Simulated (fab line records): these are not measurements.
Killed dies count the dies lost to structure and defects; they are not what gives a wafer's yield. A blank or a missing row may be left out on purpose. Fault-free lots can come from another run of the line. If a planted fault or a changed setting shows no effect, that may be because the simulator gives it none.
fab line records    flow n5_finfet
record lots=11  wafers=33  last_day=18
route steps=1938 shown BEOL_M8@1393 MIM_TOP@1835 MIM_BOT_ETCH@1866 PASS1_CAP@1874 PASSIVATION@1936
lots that met no fault: from a run of the same line without faults
start_h: the number of hours between the record's first day and the start of the first shown wafer of the lot    wait_h: how many hours have passed since the lot's step before this one    " repeats the value in the row above    L1.1+2: a single row standing in for several wafers    - either no value or no given start    * or withheld: withheld    < > ~ a bound
route shown NAME@n: NAME is a module with steps in the file, n the number in the route of the first one    usual: mean/standard deviation of fault-free wafers    same: alike in all rows    chamber/n: place in a boat    sites: the reading at each site    _std_site: how widely they spread, as a standard deviation    _edge_site: inner sites' mean taken away from outer sites' mean    radius_mm: how far each site lies from the wafer's centre    mask NAME#n: copy n    behind: the most recent tool/chamber to have shaped the wafer    hold: why the lot was held/for how many hours/how that ended    device: the transistor (n, p or np) that didn't switch    end of line: tests of these same wafers at the route's end    for a step that has no rows: nothing shown but its recipe    killed: not the wafer's yield, but the dies lost to structure and defects at the first sort    map: dies across one wafer; x = killed, . = not, _ = none there
set.NAME: the setting as run; set.NAME@STEP: as run at that earlier step    model.NAME: the simulator's own value behind a step, which no gauge read
a sample of lots followed through the steps of the route, with each step as a table and each wafer as a row
services: the hour from which a tool's chamber was out of use, counted from the record's first day as start_h (under 0 if before that day), plus the number of hours and why
## steps
# step N5_BEOL_M8_ECD_50
# recipe material=Cu  target_thk_a=3000
lot.wafer   tool       chamber  start_h  wait_h
L143.1+3+6  ecd_cu-01  1,1,0    247.36   0.1
L145.1+4+5  ecd_cu-02  1,0,1    261.42   0.1
L144.2+4+6  ecd_cu-02  0        278.11   0.1
L147.1+3+4  ecd_cu-02  1,1,0    282.51   0.1
L148.1+4+6  ecd_cu-02  0        288.85   0.1
L149.1+4+6  ecd_cu-02  1        301.10   0.1
L150.1+3+4  ecd_cu-01  0,1,0    308.92   0.1
L153.1+4+6  ecd_cu-02  1,0,1    313.02   0.1
L155.1+5+6  ecd_cu-02  1,1,0    343.92   0.1
L159.3+4+5  ecd_cu-01  1,0,1    351.86   0.1
L157.1+3+6  ecd_cu-02  0,1,0    360.35   0.1
# step N5_MIM_TOP_ALD_01
# recipe material=HfO2  target_thk_a=56  temp_c=withheld  ald_precursor_family=Hf-amide  ald_co_reactant=O3  pulse_time_s=1  purge_time_s=3  co_reactant_purge_time_s=2  co_reactant_pulse_time_s=3  ald_cycles=62
# usual precursor_pulse_height_rel=1.001/0.02
lot.wafer  tool       chamber  start_h  wait_h  precursor_pulse_height_rel  since_wet_clean_h
L143.1     ald_hk-02  3        -        -       0.970                       2072
L143.3     "          1        "        "       1.050                       2072
L143.6     "          0        "        "       1.016                       -
L145.1     ald_hk-01  3        -        -       1.028                       282
L145.4     "          0        "        "       0.994                       282
L145.5     "          3        "        "       0.997                       -
L144.2     ald_hk-03  0        -        -       0.989                       1207
L144.4     "          1        "        "       1.045                       1207
L144.6     "          2        "        "       1.009                       -
L147.1     ald_hk-01  0        -        -       0.981                       306
L147.3     "          1        "        "       1.009                       306
L147.4     "          2        "        "       1.014                       306
L148.1     ald_hk-02  1        -        -       1.020                       2116
L148.4     "          0        "        "       1.007                       2116
L148.6     "          3        "        "       1.032                       -
L149.1     ald_hk-03  0        -        -       1.027                       1232
L149.4     "          1        "        "       0.992                       1232
L149.6     "          0        "        "       0.963                       -
L150.1     ald_hk-02  1        -        -       0.994                       2141
L150.3     "          3        "        "       0.985                       2141
L150.4     "          2        "        "       0.996                       2141
L153.1     ald_hk-03  1        -        -       0.979                       1245
L153.4     "          2        "        "       1.006                       1245
L153.6     "          0        "        "       1.001                       -
L155.1     ald_hk-02  1        -        -       0.969                       2181
L155.5     "          3        "        "       0.974                       -
L155.6     "          0        "        "       0.992                       -
L159.3     ald_hk-01  2        -        -       1.010                       375
L159.4     "          0        "        "       0.985                       375
L159.5     "          0        "        "       0.971                       -
L157.1     ald_hk-01  0        -        -       0.961                       387
L157.3     "          2        "        "       1.008                       387
L157.6     "          0        "        "       0.999                       -
# step N5_MIM_BOT_ETCH_ETCH_04
# recipe chemistry=CF4/O2  target=SiNx  target_depth_a=260  time_s=13  ion_energy_ev=100  pressure_mtorr=40  source_w=535  bias_w=49  Ar_flow_sccm=100  cf4_flow_sccm=100  O2_flow_sccm=10
# usual O2_flow_sccm=10.000/0.029  drypump_motor_current_A=5.9/0.49  oes_product_au=0.80/0.086  rf_vpp_V=244/5.5  showerhead_plenum_p_Torr=2.22/0.088  throttle_valve_pct=15.9/0.35
lot.wafer  tool         chamber  start_h  wait_h  O2_flow_sccm  drypump_motor_current_A  oes_product_au  rf_hours_counter_h  rf_vpp_V  showerhead_plenum_p_Torr  throttle_valve_pct
L143.1     rie_diel-01  2        298.16   0.0     9.964         6.6                      0.73            192                 240       2.11                      16.4
L143.3     "            1        "        "       9.987         5.8                      0.84            66                  242       2.14                      16.0
L143.6     "            3        "        "       9.993         5.9                      0.85            -                   241       2.15                      15.6
L145.1     rie_diel-04  2        314.24   0.0     9.991         5.6                      0.68            237                 249       2.10                      16.4
L145.4     "            3        "        "       10.014        5.2                      0.89            25                  254       2.33                      15.5
L145.5     "            2        "        "       10.001        5.6                      0.68            -                   248       2.10                      16.4
L144.2     rie_diel-04  1        331.61   0.0     10.042        6.4                      0.82            67                  247       2.23                      15.7
L144.4     "            2        "        "       10.008        5.6                      0.68            244                 249       2.10                      16.4
L144.6     "            0        "        "       9.980         6.0                      0.70            -                   239       2.19                      16.5
L147.1     rie_diel-04  1        339.25   0.0     10.020        6.4                      0.80            71                  247       2.22                      15.7
L147.3     "            0        "        "       9.977         6.0                      0.69            200                 238       2.19                      16.5
L147.4     "            3        "        "       10.014        5.2                      0.86            34                  254       2.33                      15.5
L148.1     rie_diel-01  3        344.13   0.0     9.924         6.0                      0.83            98                  239       2.14                      15.6
L148.4     "            3        "        "       9.970         6.0                      0.83            -                   240       2.14                      15.7
L148.6     "            1        "        "       10.009        5.7                      0.82            -                   243       2.13                      16.1
L149.1     rie_diel-04  1        354.21   0.0     9.969         6.4                      0.79            77                  248       2.22                      15.7
L149.4     "            0        "        "       10.039        6.0                      0.69            -                   239       2.19                      16.5
L149.6     "            3        "        "       9.961         5.2                      0.86            -                   253       2.32                      15.5
L150.1     rie_diel-03  3        367.03   0.0     9.998         6.5                      0.91            14                  241       2.25                      15.6
L150.3     "            2        "        "       10.032        5.3                      0.71            195                 243       2.10                      15.8
L150.4     "            0        "        "       9.994         5.7                      0.89            32                  245       2.34                      15.7
L153.1     rie_diel-04  3        367.41   0.0     10.066        5.2                      0.85            46                  252       2.32                      15.5
L153.4     "            0        "        "       9.989         6.0                      0.68            209                 238       2.19                      16.5
L153.6     "            2        "        "       10.029        5.6                      0.98            -                   251       2.35                      15.9
L155.1     rie_diel-01  3        406.82   0.0     9.961         5.9                      0.82            121                 240       2.13                      15.7
L155.5     "            2        "        "       10.038        6.6                      0.70            -                   240       2.10                      16.5
L155.6     "            1        "        "       9.993         5.7                      0.81            -                   242       2.13                      16.1
L159.3     rie_diel-04  1        409.60   0.0     9.964         6.4                      0.78            96                  246       2.22                      15.7
L159.4     "            0        "        "       10.038        6.0                      0.68            222                 240       2.18                      16.5
L159.5     "            0        "        "       10.041        6.0                      0.68            -                   239       2.18                      16.5
L157.1     rie_diel-04  2        419.02   0.0     10.046        5.6                      0.91            19                  253       2.35                      16.0
L157.3     "            1        "        "       9.992         6.4                      0.77            99                  247       2.21                      15.7
L157.6     "            2        "        "       9.980         5.6                      0.91            -                   252       2.35                      16.0
# step N5_PASSIVATION_PECVD_01
# recipe material=SiNx  target_thk_a=2000  temp_c=400  precursor=SiH4/NH3/N2  pressure_torr=4.9  rf_w=1406  time_s=43.2
# usual heater_power_w=369/81  showerhead_plenum_p_Torr=8.72/0.086  showerhead_vpp_V=2251/89  throttle_valve_pct=29.1/1.8
lot.wafer  tool      chamber  start_h  wait_h  heater_power_w  showerhead_plenum_p_Torr  showerhead_vpp_V  since_wet_clean_h  throttle_valve_pct
L143.1     pecvd-02  2        299.02   0.0     517             8.74                      2179              611                30.0
L143.3     "         0        "        "       291             8.75                      2290              1365               29.9
L143.6     "         1        "        "       354             8.58                      2260              -                  27.7
L145.1     pecvd-02  2        315.10   0.0     463             8.72                      2145              627                29.8
L145.4     "         0        "        "       266             8.72                      2296              -                  30.3
L145.5     "         2        "        "       499             8.74                      2167              -                  29.8
L144.2     pecvd-03  1        332.46   0.0     260             8.62                      2451              1761               30.2
L144.4     "         2        "        "       334             8.74                      2110              -                  26.9
L144.6     "         0        "        "       471             8.67                      2223              -                  29.8
L147.1     pecvd-02  2        340.58   0.0     483             8.73                      2149              653                30.0
L147.3     "         1        "        "       324             8.58                      2302              2132               27.4
L147.4     "         1        "        "       337             8.58                      2296              -                  27.8
L148.1     pecvd-02  0        344.99   0.0     321             8.75                      2347              1411               30.1
L148.4     "         0        "        "       318             8.72                      2291              -                  29.9
L148.6     "         2        "        "       461             8.72                      2151              -                  29.9
L149.1     pecvd-01  1        355.18   0.0     326             8.89                      2207              1603               32.3
L149.4     "         2        "        "       436             8.76                      2283              -                  26.9
L149.6     "         1        "        "       341             8.93                      2123              -                  32.3
L150.1     pecvd-01  0        368.01   0.0     436             8.74                      2272              891                27.9
L150.3     "         1        "        "       229             8.92                      2179              1616               32.3
L150.4     "         1        "        "       246             8.89                      2170              -                  32.2
L153.1     pecvd-01  0        368.26   0.0     319             8.69                      2298              891                28.2
L153.4     "         2        "        "       442             8.74                      2228              -                  26.8
L153.6     "         1        "        "       338             8.92                      2172              -                  32.2
L155.1     pecvd-03  1        407.68   0.0     301             8.63                      2483              1837               30.4
L155.5     "         2        "        "       285             8.73                      2129              -                  27.1
L155.6     "         0        "        "       492             8.64                      2265              -                  29.9
L159.3     pecvd-02  2        410.62   0.0     522             8.72                      2165              -                  30.1
L159.4     "         0        "        "       316             8.72                      2346              -                  30.1
L159.5     "         0        "        "       319             8.72                      2292              -                  29.9
L157.1     pecvd-01  2        419.88   0.0     376             8.74                      2239              189                26.9
L157.3     "         0        "        "       427             8.72                      2268              943                28.1
L157.6     "         2        "        "       383             8.75                      2208              -                  27.0
# step N5_PASSIVATION_PROBE_49
# usual defect_limited_yield=91.5/1.4  killed_at_M0_to_M3=34/11  killed_at_M4_up=15/6  killed_at_contacts=11/5.9  killed_at_front_end=37/11  killed_at_other=3.6/2.9  killed_dies=101/17  killed_on_rim=13/4  killed_open=66/12  killed_short=33/7.8  sort_bin_5_function=5.0/0.97  sort_bin_6_memory=3.2/0.65  sort_bin_8_speed=0.02/0.2  sort_n_pass=1079/17  sort_yield_pct=91.4/1.4
# same gross_dies=1180  killed_at_back_side=0  sort_bin_4_leakage[%]=0
lot.wafer  tool       chamber  start_h  wait_h  defect_limited_yield[%]  killed_at_M0_to_M3  killed_at_M4_up  killed_at_contacts  killed_at_front_end  killed_at_other  killed_dies  killed_on_rim  killed_open  killed_short  sort_bin_5_function[%]  sort_bin_6_memory[%]  sort_bin_8_speed[%]  sort_n_pass  sort_yield_pct[%]
L155.1     prober-01  -        414.83   0.0     69.2                     22                  299              12                  25                   5                363          46             50           22            18.1                    11.2                  0                    817          69.2
L155.5     prober-01  -        415.03   0.2     67.3                     23                  320              9                   31                   3                386          36             58           24            19.2                    11.5                  0                    794          67.3
L155.6     prober-01  -        415.08   0.3     70.4                     37                  278              10                  18                   6                349          45             68           21            18.1                    9.7                   0                    831          70.4
L157.1     prober-02  -        427.53   0.0     66.4                     23                  318              9                   36                   10               396          50             56           32            20.6                    11.4                  0                    784          66.4
L157.3     prober-02  -        427.63   0.1     68.7                     25                  294              5                   35                   10               369          58             59           25            19.4                    10.0                  0                    811          68.7
L157.6     prober-02  -        427.78   0.3     67.5                     10                  320              15                  35                   4                384          39             48           23            19.2                    11.7                  0                    796          67.5
# killed by level:class
L155.1 BEOL_M8:unspecified=290 MOL_CONTACT_COAG:geometric_particle:open=10 BEOL_M3:geometric_particle:open=7 DUMMY_GATE:geometric_particle:open=6 STI_FIN_REVEAL:geometric_particle:open=5 STARTING-WAFER:geometric_particle:short=4 BEOL_M0_SAQP:geometric_particle:short=4 BEOL_M2:geometric_particle:open=4
L155.5 BEOL_M8:unspecified=304 FIN_SAQP:geometric_particle:short=8 STI_FIN_REVEAL:geometric_particle:open=8 MOL_CONTACT_COAG:geometric_particle:open=7 DUMMY_GATE:geometric_particle:open=6 BEOL_M0_SAQP:geometric_particle:open=5 BEOL_M1:geometric_particle:open=4 BEOL_M2:geometric_particle:open=4
L155.6 BEOL_M8:unspecified=260 BEOL_M3:geometric_particle:open=10 MOL_CONTACT_COAG:geometric_particle:open=9 BEOL_M0_SAQP:geometric_particle:short=8 BEOL_M0_SAQP:geometric_particle:open=8 BEOL_M4:geometric_particle:open=7 DUMMY_GATE:geometric_particle:open=5 BEOL_M2:geometric_particle:open=5
L157.1 BEOL_M8:unspecified=307 FIN_SAQP:geometric_particle:short=10 STI_FIN_REVEAL:geometric_particle:open=8 MOL_CONTACT_COAG:geometric_particle:open=8 BEOL_M1:geometric_particle:open=8 BEOL_M2:geometric_particle:open=7 FIN_SAQP:geometric_particle:open=6 MIM_TOP_ETCH:geometric_particle:short=5
L157.3 BEOL_M8:unspecified=285 FIN_SAQP:geometric_particle:open=12 BEOL_M1:geometric_particle:open=7 BEOL_M2:geometric_particle:open=6 FIN_SAQP:geometric_particle:short=5 STI_FIN_REVEAL:geometric_particle:open=5 BEOL_M0_SAQP:geometric_particle:short=5 MIM_TOP_ETCH:geometric_particle:short=5
L157.6 BEOL_M8:unspecified=312 MOL_CONTACT_COAG:geometric_particle:open=11 FIN_SAQP:geometric_particle:open=9 STI_FIN_REVEAL:geometric_particle:open=6 STARTING-WAFER:geometric_particle:short=5 STI_FIN_REVEAL:geometric_particle:short=4 MOL_CONTACT_COAG:geometric_particle:short=4 BEOL_M2:geometric_particle:open=3
## services
tool         chamber  start_h  hours  kind
pecvd-01     -        227.82   5.1    repair
pecvd-03     -        229.72   4.3    pm
rie_diel-01  0        236.26   2.0    repair
pecvd-03     0        236.89   5.9    repair
rie_diel-01  1        242.72   9.3    repair
rie_diel-03  1        252.93   10.3   repair
ecd_cu-01    -        263.47   1.2    repair
ecd_cu-01    -        267.24   4.8    pm
pecvd-01     -        284.69   6.0    pm
rie_diel-04  2        296.24   7.2    repair
pecvd-03     -        296.50   5.5    pm
ecd_cu-02    -        299.59   0.7    repair
pecvd-02     -        308.73   1.0    repair
ecd_cu-02    -        345.20   6.0    pm
rie_diel-03  0        346.69   3.6    repair
pecvd-03     -        346.72   1.8    repair
ecd_cu-01    -        356.09   6.1    repair
rie_diel-04  0        357.66   5.9    repair
pecvd-02     1        357.81   13.2   repair
pecvd-01     1        374.02   4.6    repair
pecvd-01     -        379.46   1.3    repair
ecd_cu-01    -        392.52   1.2    repair
ald_hk-02    -        396.75   4.3    pm
ecd_cu-02    -        398.13   13.8   pm
## key
first_sign step=N5_PASSIVATION_PROBE_49  reading=killed_at_M4_up  direction=up  sigmas=48  usual=15  struck=305
effect step=N5_PASSIVATION_PROBE_49  reading=defect_limited_yield  direction=down  sigmas=16  usual=91.5  struck=68.3
more_kills_born_at N5_BEOL_M8_ECD_50@ecd_cu-02=1758
met_at N5_BEOL_M8_ECD_50
struck_lots L155,L157
not_acting_at N5_MIM_TOP_ALD_01,N5_MIM_BOT_ETCH_ETCH_04,N5_PASSIVATION_PECVD_01
onset_between 313.02 343.92
fault kind=chamber_particle_source  tool=ecd_cu-02  chamber=-  onset_h=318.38  steps=N5_BEOL_M8_ECD_50  rate_per_visit_cm2=0.5479
